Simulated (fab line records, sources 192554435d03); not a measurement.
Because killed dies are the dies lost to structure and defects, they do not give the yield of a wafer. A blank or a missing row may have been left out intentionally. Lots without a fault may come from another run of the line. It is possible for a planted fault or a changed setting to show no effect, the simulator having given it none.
Matching of chambers + flow n5-finfet + N5_BEOL_M0_CUTY_ETCH_62 on rie-diel-04 has 4 sister chambers
The step etches SiARC in CF4, time 58.5 s. 4 wafers are shown with their chamber, then 7 later ones without.

== WAFERS, EACH WITH ITS CHAMBER ==
| wafer  | chamber | showerhead-plenum-p-Torr (Torr) |
|--------|---------|---------------------------------|
| L082.3 | 3       | 2.21                            |
| L087.5 | 0       | 2.11                            |
| L089.2 | 1       | 2.28                            |
| L089.5 | 2       | 2.16                            |

== WAFERS WITHOUT THEIR CHAMBER ==
| wafer  | showerhead-plenum-p-Torr (Torr) |
|--------|---------------------------------|
| L089.6 | 2.20                            |
| L091.1 | 2.28                            |
| L091.3 | 2.16                            |
| L091.6 | 2.11                            |
| L092.1 | 2.16                            |
| L092.2 | 2.28                            |
| L092.5 | 2.20                            |

== WHICH CHAMBER EACH ONE RAN IN ==
| wafer  | from the rows above | in truth |
|--------|---------------------|----------|
| L089.6 | 3                   | 3        |
| L091.1 | 1                   | 1        |
| L091.3 | 2                   | 2        |
| L091.6 | 0                   | 0        |
| L092.1 | 2                   | 2        |
| L092.2 | 1                   | 1        |
| L092.5 | 3                   | 3        |
7 of 7 placed correctly. Not placeable from these rows: 0. Number placed wrongly: 0.
How it was worked out, from the rows above alone: a wafer's distance from a chamber is the root of the sum, over the readings, of the square of ((its reading less the chamber's mean) divided by the reading's scatter). The wafer belongs to the nearest chamber; if the next one is less than 2 further off, it can't be placed. For every chamber, the mean is computed from those of its wafers that are shown. The scatter (one wafer shown for each chamber): square how far every hidden wafer sits from the nearest shown wafer, average those squares and take the square root.
